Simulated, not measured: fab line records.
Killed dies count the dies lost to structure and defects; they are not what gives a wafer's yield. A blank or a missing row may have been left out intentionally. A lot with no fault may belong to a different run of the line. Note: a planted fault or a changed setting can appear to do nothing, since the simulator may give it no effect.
Chamber matching | flow nand-harc | NHARC_P_M1_DESCUM_14 on rie-diel-03 has 4 sister chambers
The step chemistry O2, time 3 s. 16 wafers are shown with their chamber, then 8 later ones without.

## WAFERS WITH THEIR CHAMBER
wafer  | chamber | showerhead-plenum-p-Torr (Torr) | drypump-motor-current-A (A) | oes-product-au (a.u.)
L079.1 | 3       | 1.86                            | 4.8                         | 0.985
L079.2 | 2       | 1.78                            | 5.3                         | 0.972
L079.5 | 0       | 1.91                            | 5.2                         | 0.990
L082.1 | 3       | 1.86                            | 4.8                         | 0.991
L082.2 | 0       | 1.91                            | 5.2                         | 0.988
L082.4 | 1       | 2.02                            | 5.9                         | 0.994
L083.2 | 2       | 1.78                            | 5.3                         | 0.988
L083.3 | 3       | 1.85                            | 4.8                         | 0.975
L083.5 | 2       | 1.78                            | 5.3                         | 0.985
L084.1 | 1       | 2.02                            | 5.8                         | 0.997
L084.4 | 2       | 1.78                            | 5.4                         | 0.986
L084.5 | 3       | 1.85                            | 4.8                         | 0.977
L085.1 | 0       | 1.91                            | 5.2                         | 0.998
L085.2 | 1       | 2.02                            | 5.8                         | 0.998
L085.4 | 2       | 1.78                            | 5.4                         | 0.998
L086.1 | 1       | 2.02                            | 5.9                         | 1.000

SIGNATURES, as means of the wafers listed above
reading                  | chamber 0 | chamber 1 | chamber 2 | chamber 3 | scatter within a chamber
showerhead-plenum-p-Torr | 1.9100    | 2.0200    | 1.7800    | 1.8550    | 0.00289
drypump-motor-current-A  | 5.200     | 5.850     | 5.340     | 4.800     | 0.0428
oes-product-au           | 0.99200   | 0.99725   | 0.98580   | 0.98200   | 0.00697
Rule: for a wafer and a chamber, the distance is found by dividing, reading by reading, the gap between the wafer's reading and the chamber's mean by the reading's scatter, squaring, summing and taking the root. The wafer belongs to the nearest chamber; if the next one is less than 2 further off, it can't be placed. How the scatter is found: for the shown wafers, subtract from each reading the mean of its chamber, square and add these, divide the total by (wafers less chambers), then take the root.

## WAFERS WHOSE CHAMBER IS MISSING
wafer  | showerhead-plenum-p-Torr (Torr) | drypump-motor-current-A (A) | oes-product-au (a.u.)
L086.2 | 1.85                            | 4.8                         | 0.982
L086.4 | 1.91                            | 5.2                         | 0.994
L089.1 | 1.91                            | 5.2                         | 0.993
L089.3 | 1.85                            | 4.8                         | 0.983
L089.4 | 1.78                            | 5.4                         | 0.991
L096.1 | 1.91                            | 5.2                         | 1.005
L096.3 | 1.85                            | 4.8                         | 0.987
L096.5 | 2.02                            | 5.8                         | 0.995

## WHICH CHAMBER EACH ONE RAN IN
wafer  | from the rows above | in truth
L086.2 | 3                   | 3
L086.4 | 0                   | 0
L089.1 | 0                   | 0
L089.3 | 3                   | 3
L089.4 | 2                   | 2
L096.1 | 0                   | 0
L096.3 | 3                   | 3
L096.5 | 1                   | 1
8 of 8 placed correctly. Not placeable from these rows: 0. Number placed wrongly: 0.
